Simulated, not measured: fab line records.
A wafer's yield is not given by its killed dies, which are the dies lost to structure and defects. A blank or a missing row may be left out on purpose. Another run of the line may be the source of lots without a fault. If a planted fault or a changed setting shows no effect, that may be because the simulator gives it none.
Which tool was responsible? :: flow nandHarc :: 12 lots, 36 wafers sampled, at 6 steps of a route of 1159

== WHAT THE GAUGES SHOWED, per wafer ==
NHARC_A_M0_CD_MEAS_09: target cd 80 nm. Usual: cdNm reads 80.1 nm (standard deviation 0.66).
lot: L605
measured: day 17 05:45
on: cdSem-02
cdNm (nm): 80.6 80.3 80.2
flag: 

lot: L606
measured: day 17 22:05
on: cdSem-03
cdNm (nm): 80.0 80.4 79.5
flag: 

lot: L611
measured: day 18 22:04
on: cdSem-02
cdNm (nm): 79.6 79.9 79.3
flag: 

lot: L612
measured: day 19 17:06
on: cdSem-03
cdNm (nm): 81.9 82.8 82.1 82.2 82.5 82.2
flag: OFF

lot: L614
measured: day 19 17:34
on: cdSem-03
cdNm (nm): 82.5 82.5 82.4 82.9 82.1 82.4
flag: OFF

lot: L620
measured: day 20 19:43
on: cdSem-01
cdNm (nm): 80.3 80.3 79.7
flag: 

lot: L621
measured: day 21 19:34
on: cdSem-02
cdNm (nm): 79.7 81.1 80.3
flag: 

lot: L622
measured: day 22 02:17
on: cdSem-03
cdNm (nm): 79.8 81.8 79.9
flag: 

lot: L625
measured: day 22 21:29
on: cdSem-01
cdNm (nm): 80.2 80.2 79.5
flag: 

lot: L626
measured: day 23 09:55
on: cdSem-01
cdNm (nm): 79.5 80.0 79.5
flag: 

lot: L627
measured: day 23 17:08
on: cdSem-02
cdNm (nm): 78.4 78.9 78.3
flag: 

lot: L628
measured: day 25 04:08
on: cdSem-03
cdNm (nm): 80.4 80.9 80.8
flag: 

NHARC_END_SORT_01. Usual: defectLimitedYield 95.5 %, standard deviation 1.8; killedAtArray 27, standard deviation 11; killedAtOther 0.6, standard deviation 1; killedAtPeriphery 3.0, standard deviation 2.1; killedDies 31, standard deviation 12; killedOpen 3.2, standard deviation 1.7; killedShort 1.7, standard deviation 1.4; sort_bin_2_pct 1.4 %, standard deviation 0.68; sort_bin_3_pct 0.25 %, standard deviation 0.2; sort_bin_4_pct 2.9 %, standard deviation 1.2; sortNPass 646, standard deviation 12; sortRimYieldPct 95.7 %, standard deviation 2.8; sortYieldPct 95.5 %, standard deviation 1.8.
lot: L612
measured: day 22 07:39
on: prober-01
defectLimitedYield (%): 95.4 95.9 97.3
killedAtArray: 28 24 14
killedAtOther: 1 0 1
killedAtPeriphery: 2 4 3
killedDies: 31 28 18
killedOpen: 3 4 3
killedShort: 2 1 0
sort_bin_2_pct (%): 1.2 1.8 0.9
sort_bin_3_pct (%): 0.15 0.15 0
sort_bin_4_pct (%): 3.2 2.2 1.8
sortNPass: 646 649 659
sortRimYieldPct (%): 94.3 92.5 96.2
sortYieldPct (%): 95.4 95.9 97.3
flag: 

lot: L614
measured: day 22 02:38
on: prober-02
defectLimitedYield (%): 95.0 96.3 95.9
killedAtArray: 32 24 25
killedAtOther: 0 0 1
killedAtPeriphery: 2 1 2
killedDies: 34 25 28
killedOpen: 7 3 2
killedShort: 0 2 2
sort_bin_2_pct (%): 1.0 0.9 1.0
sort_bin_3_pct (%): 0.74 0.15 0.30
sort_bin_4_pct (%): 3.2 2.7 2.8
sortNPass: 643 652 649
sortRimYieldPct (%): 89.6 92.5 93.4
sortYieldPct (%): 95.0 96.3 95.9
flag: 

lot: L621
measured: day 23 12:49
on: prober-01
defectLimitedYield (%): 92.2 93.1 93.6
killedAtArray: 48 40 36
killedAtOther: 4 3 2
killedAtPeriphery: 1 4 5
killedDies: 53 47 43
killedOpen: 1 4 0
killedShort: 2 2 1
sort_bin_2_pct (%): 2.5 2.5 2.1
sort_bin_3_pct (%): 0.30 0.44 0.74
sort_bin_4_pct (%): 5.0 4.0 3.5
sortNPass: 624 630 634
sortRimYieldPct (%): 98.1 95.3 98.1
sortYieldPct (%): 92.2 93.1 93.6
flag: 

== WHICH TOOL RAN EACH LOT (tool, then ch and the chambers of the sampled wafers, then the start) ==
lot: L605
NHARC_A_BLC_DEGAS_30: pvdSputter-01, day 17 03:35
NHARC_A_M0_PEB_07: lithoTrack-06 ch 0, day 17 05:40
NHARC_A_M0_DESCUM_14: rieDiel-09 ch 1,3, day 17 05:57
NHARC_A_M0_PRE_CLEAN_29: pvdSputter-01, no start

lot: L606
NHARC_A_BLC_DEGAS_30: pvdSputter-03, day 17 19:48
NHARC_A_M0_PEB_07: lithoTrack-06 ch 0, day 17 22:00
NHARC_A_M0_DESCUM_14: rieDiel-13 ch 1,3, day 17 22:16
NHARC_A_M0_PRE_CLEAN_29: pvdSputter-03, no start

lot: L611
NHARC_A_BLC_DEGAS_30: pvdSputter-03, day 18 19:38
NHARC_A_M0_PEB_07: lithoTrack-01 ch 0, day 18 21:59
NHARC_A_M0_DESCUM_14: rieDiel-07 ch 0,2,3, day 18 22:15
NHARC_A_M0_PRE_CLEAN_29: pvdSputter-01, no start

lot: L612
NHARC_A_BLC_DEGAS_30: pvdSputter-01, day 19 11:21
NHARC_A_M0_PEB_07: lithoTrack-06 ch 0, day 19 17:01
NHARC_A_M0_DESCUM_14: rieDiel-13 ch 0,1,2, day 20 06:01
NHARC_A_M0_PRE_CLEAN_29: pvdSputter-02, day 22 07:39 or earlier

lot: L614
NHARC_A_BLC_DEGAS_30: pvdSputter-03, day 19 14:02
NHARC_A_M0_PEB_07: lithoTrack-06 ch 0, day 19 17:29
NHARC_A_M0_DESCUM_14: rieDiel-07 ch 0,1,3, day 19 21:39
NHARC_A_M0_PRE_CLEAN_29: pvdSputter-02, day 22 02:38 or earlier

lot: L620
NHARC_A_BLC_DEGAS_30: pvdSputter-02, day 20 17:18
NHARC_A_M0_PEB_07: lithoTrack-01 ch 0, day 20 19:38
NHARC_A_M0_DESCUM_14: rieDiel-13 ch 0,1,3, day 20 19:55
NHARC_A_M0_PRE_CLEAN_29: pvdSputter-03, no start

lot: L621
NHARC_A_BLC_DEGAS_30: pvdSputter-01, day 21 13:32
NHARC_A_M0_PEB_07: lithoTrack-01 ch 0, day 21 19:29
NHARC_A_M0_DESCUM_14: rieDiel-07 ch 0,3, day 21 19:45
NHARC_A_M0_PRE_CLEAN_29: pvdSputter-01, day 23 12:49 or earlier

lot: L622
NHARC_A_BLC_DEGAS_30: pvdSputter-01, day 21 23:52
NHARC_A_M0_PEB_07: lithoTrack-06 ch 0, day 22 02:12
NHARC_A_M0_DESCUM_14: rieDiel-09 ch 2,3, day 22 02:28
NHARC_A_M0_PRE_CLEAN_29: pvdSputter-02, no start

lot: L625
NHARC_A_BLC_DEGAS_30: pvdSputter-03, day 22 11:16
NHARC_A_M0_PEB_07: lithoTrack-06 ch 0, day 22 21:24
NHARC_A_M0_DESCUM_14: rieDiel-07 ch 0,2,3, day 22 21:40
NHARC_A_M0_PRE_CLEAN_29: pvdSputter-02, no start

lot: L626
NHARC_A_BLC_DEGAS_30: pvdSputter-03, day 22 22:45
NHARC_A_M0_PEB_07: lithoTrack-04 ch 0, day 23 09:50
NHARC_A_M0_DESCUM_14: rieDiel-07 ch 2,3, day 23 10:07
NHARC_A_M0_PRE_CLEAN_29: pvdSputter-03, no start

lot: L627
NHARC_A_BLC_DEGAS_30: pvdSputter-02, day 23 14:56
NHARC_A_M0_PEB_07: lithoTrack-04 ch 0, day 23 17:03
NHARC_A_M0_DESCUM_14: rieDiel-07 ch 1,2, day 23 17:19
NHARC_A_M0_PRE_CLEAN_29: pvdSputter-02, no start

lot: L628
NHARC_A_BLC_DEGAS_30: pvdSputter-03, day 24 14:25
NHARC_A_M0_PEB_07: lithoTrack-06 ch 0, day 25 04:04
NHARC_A_M0_DESCUM_14: rieDiel-13 ch 1,2, day 25 04:19
NHARC_A_M0_PRE_CLEAN_29: pvdSputter-02, no start
- NHARC_A_BLC_DEGAS_30: time 60 s.
- NHARC_A_M0_PEB_07: peb time 65 s.
- NHARC_A_M0_DESCUM_14: chemistry O2, time 3 s.
- NHARC_A_M0_PRE_CLEAN_29: time 30 s.

== WHAT THE TOOLS THEMSELVES READ (means of the sampled wafers that have a number; where no wafer has one, the mark that the record gives instead) ==
NHARC_A_BLC_DEGAS_30. Usual: heaterPowerW reads 472 W (standard deviation 57).
lot: L605
tool: pvdSputter-01
heaterPowerW (W): 472
flag: 

lot: L606
tool: pvdSputter-03
heaterPowerW (W): 485
flag: 

lot: L611
tool: pvdSputter-03
heaterPowerW (W): 448
flag: 

lot: L612
tool: pvdSputter-01
heaterPowerW (W): 471
flag: 

lot: L614
tool: pvdSputter-03
heaterPowerW (W): 449
flag: 

lot: L620
tool: pvdSputter-02
heaterPowerW (W): 422
flag: 

lot: L621
tool: pvdSputter-01
heaterPowerW (W): 477
flag: 

lot: L622
tool: pvdSputter-01
heaterPowerW (W): 465
flag: 

lot: L625
tool: pvdSputter-03
heaterPowerW (W): 479
flag: 

lot: L626
tool: pvdSputter-03
heaterPowerW (W): 454
flag: 

lot: L627
tool: pvdSputter-02
heaterPowerW (W): 426
flag: 

lot: L628
tool: pvdSputter-03
heaterPowerW (W): 464
flag: 

NHARC_A_M0_DESCUM_14. Usual: drypumpMotorCurrentA 5.7 A, standard deviation 0.38; oesProductAu 1.000 a.u., standard deviation 0.0098; rfVppV 57.7 V, standard deviation 0.94; showerheadPlenumPTorr 1.87 Torr, standard deviation 0.07; throttleValvePct 11.310 %, standard deviation 0.0092.
lot: L605
tool: rieDiel-09
drypumpMotorCurrentA (A): 6.1
oesProductAu (a.u.): 1.002
rfVppV (V): 57.3
showerheadPlenumPTorr (Torr): 1.84
throttleValvePct (%): 11.303
flag: 

lot: L606
tool: rieDiel-13
drypumpMotorCurrentA (A): 5.4
oesProductAu (a.u.): 0.997
rfVppV (V): 58.0
showerheadPlenumPTorr (Torr): 2.01
throttleValvePct (%): 11.313
flag: 

lot: L611
tool: rieDiel-07
drypumpMotorCurrentA (A): 5.5
oesProductAu (a.u.): 1.008
rfVppV (V): 57.7
showerheadPlenumPTorr (Torr): 1.83
throttleValvePct (%): 11.304
flag: 

lot: L612
tool: rieDiel-13
drypumpMotorCurrentA (A): 5.7
oesProductAu (a.u.): 0.997
rfVppV (V): 57.3
showerheadPlenumPTorr (Torr): 1.84
throttleValvePct (%): 11.307
flag: 

lot: L614
tool: rieDiel-07
drypumpMotorCurrentA (A): 5.7
oesProductAu (a.u.): 0.997
rfVppV (V): 57.5
showerheadPlenumPTorr (Torr): 1.85
throttleValvePct (%): 11.308
flag: 

lot: L620
tool: rieDiel-13
drypumpMotorCurrentA (A): 5.5
oesProductAu (a.u.): 0.993
rfVppV (V): 58.6
showerheadPlenumPTorr (Torr): 1.92
throttleValvePct (%): 11.312
flag: 

lot: L621
tool: rieDiel-07
drypumpMotorCurrentA (A): 5.7
oesProductAu (a.u.): 0.995
rfVppV (V): 56.6
showerheadPlenumPTorr (Torr): 1.84
throttleValvePct (%): 11.311
flag: 

lot: L622
tool: rieDiel-09
drypumpMotorCurrentA (A): 5.8
oesProductAu (a.u.): 0.997
rfVppV (V): 57.6
showerheadPlenumPTorr (Torr): 1.87
throttleValvePct (%): 11.314
flag: 

lot: L625
tool: rieDiel-07
drypumpMotorCurrentA (A): 5.5
oesProductAu (a.u.): 1.004
rfVppV (V): 57.0
showerheadPlenumPTorr (Torr): 1.83
throttleValvePct (%): 11.320
flag: 

lot: L626
tool: rieDiel-07
drypumpMotorCurrentA (A): 5.4
oesProductAu (a.u.): 1.004
rfVppV (V): 58.4
showerheadPlenumPTorr (Torr): 1.84
throttleValvePct (%): 11.314
flag: 

lot: L627
tool: rieDiel-07
drypumpMotorCurrentA (A): 5.5
oesProductAu (a.u.): 1.001
rfVppV (V): 57.7
showerheadPlenumPTorr (Torr): 1.87
throttleValvePct (%): 11.309
flag: 

lot: L628
tool: rieDiel-13
drypumpMotorCurrentA (A): 6.0
oesProductAu (a.u.): 1.003
rfVppV (V): 58.9
showerheadPlenumPTorr (Torr): 1.87
throttleValvePct (%): 11.300
flag: 

NHARC_A_M0_PRE_CLEAN_29. Usual: heaterPowerW reads 417 W (standard deviation 51).
lot: L605
tool: pvdSputter-01
heaterPowerW (W): 400
flag: 

lot: L606
tool: pvdSputter-03
heaterPowerW (W): 418
flag: 

lot: L611
tool: pvdSputter-01
heaterPowerW (W): 409
flag: 

lot: L612
tool: pvdSputter-02
heaterPowerW (W): 380
flag: 

lot: L614
tool: pvdSputter-02
heaterPowerW (W): 449
flag: 

lot: L620
tool: pvdSputter-03
heaterPowerW (W): 451
flag: 

lot: L621
tool: pvdSputter-01
heaterPowerW (W): 415
flag: 

lot: L622
tool: pvdSputter-02
heaterPowerW (W): 486
flag: 

lot: L625
tool: pvdSputter-02
heaterPowerW (W): 378
flag: 

lot: L626
tool: pvdSputter-03
heaterPowerW (W): 416
flag: 

lot: L627
tool: pvdSputter-02
heaterPowerW (W): 427
flag: 

lot: L628
tool: pvdSputter-02
heaterPowerW (W): 417
flag: 

== THE ANSWER, worked out from the rows above alone ==
Rule: a lot is off if the mean of its wafers that have a number lies more than 3 standard deviations from the usual mean. Also off: a lot with no number at a reading for which 4 or more lots have one. All remaining lots with rows at the step are treated as sound. Order of review: gauges by route order, followed by the tools' own readings, for which a lot's mean as printed above is used. At the first step where some lot is off, the reading lying furthest off is the one used; lots without a number count as furthest.
Off: L612, L614, at NHARC_A_M0_CD_MEAS_09 (cdNm).
If a tool, at a process step before that reading, ran all the lots that are off and no sound lot after the first of them, it fits. Those tools and the gauges at NHARC_A_M0_CD_MEAS_09 are tried in the same way. No candidate that was tried fits.

== WHAT HAD BEEN PUT IN BY THE SIMULATOR ==
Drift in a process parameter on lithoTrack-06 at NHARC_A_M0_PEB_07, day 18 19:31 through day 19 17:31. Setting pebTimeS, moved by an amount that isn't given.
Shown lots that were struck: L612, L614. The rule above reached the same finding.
